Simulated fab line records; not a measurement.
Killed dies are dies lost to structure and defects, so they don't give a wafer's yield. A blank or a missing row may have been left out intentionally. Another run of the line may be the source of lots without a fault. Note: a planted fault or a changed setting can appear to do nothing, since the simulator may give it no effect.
Matching of chambers || flow nand harc || 3 sister chambers for NHARC_A_STAIRCASE_DEP_151 on pecvd-04
The step deposits SiO2, target thk 7200 nm. 6 wafers are shown with their chamber, then 8 later ones without.

## WAFERS, EACH WITH ITS CHAMBER
{"wafer": "L081.5", "chamber": 2, "heater power w (W)": 725}
{"wafer": "L083.4", "chamber": 1, "heater power w (W)": 653}
{"wafer": "L084.1", "chamber": 1, "heater power w (W)": 729}
{"wafer": "L084.3", "chamber": 0, "heater power w (W)": 744}
{"wafer": "L084.5", "chamber": 2, "heater power w (W)": 727}
{"wafer": "L086.3", "chamber": 0, "heater power w (W)": 863}

## WAFERS WHOSE CHAMBER IS MISSING
{"wafer": "L086.4", "heater power w (W)": 727}
{"wafer": "L086.5", "heater power w (W)": 656}
{"wafer": "L092.1", "heater power w (W)": 904}
{"wafer": "L092.3", "heater power w (W)": 716}
{"wafer": "L092.6", "heater power w (W)": 649}
{"wafer": "L093.3", "heater power w (W)": 795}
{"wafer": "L093.5", "heater power w (W)": 708}
{"wafer": "L093.6", "heater power w (W)": 646}

## THE CHAMBER EACH PASSED THROUGH
{"wafer": "L086.4", "from the rows above": "can't be placed: 2 or 1 or 0", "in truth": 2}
{"wafer": "L086.5", "from the rows above": "can't be placed: 1 or 2 or 0", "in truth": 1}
{"wafer": "L092.1", "from the rows above": "can't be placed: 0 or 2 or 1", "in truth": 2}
{"wafer": "L092.3", "from the rows above": "can't be placed: 2 or 1 or 0", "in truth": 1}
{"wafer": "L092.6", "from the rows above": "can't be placed: 1 or 2 or 0", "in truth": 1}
{"wafer": "L093.3", "from the rows above": "can't be placed: 0 or 2 or 1", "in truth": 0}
{"wafer": "L093.5", "from the rows above": "can't be placed: 1 or 2 or 0", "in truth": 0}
{"wafer": "L093.6", "from the rows above": "can't be placed: 1 or 2 or 0", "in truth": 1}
0 of 8 placed correctly. From these rows, 8 cannot be placed; in 8 the true chamber is one of the candidates. Number placed wrongly: 0.
How it was worked out, from the rows above alone: a wafer's distance from a chamber is the root of the sum, over the readings, of the square of ((its reading less the chamber's mean) divided by the reading's scatter). If the next closest chamber is less than 2 further off than the closest, the wafer can't be placed; otherwise it belongs to the closest. For every chamber, the mean is computed from those of its wafers that are shown. The scatter: take each reading less its chamber's mean, square it, sum over the shown wafers, divide by the number of wafers less the number of chambers, and take the root.
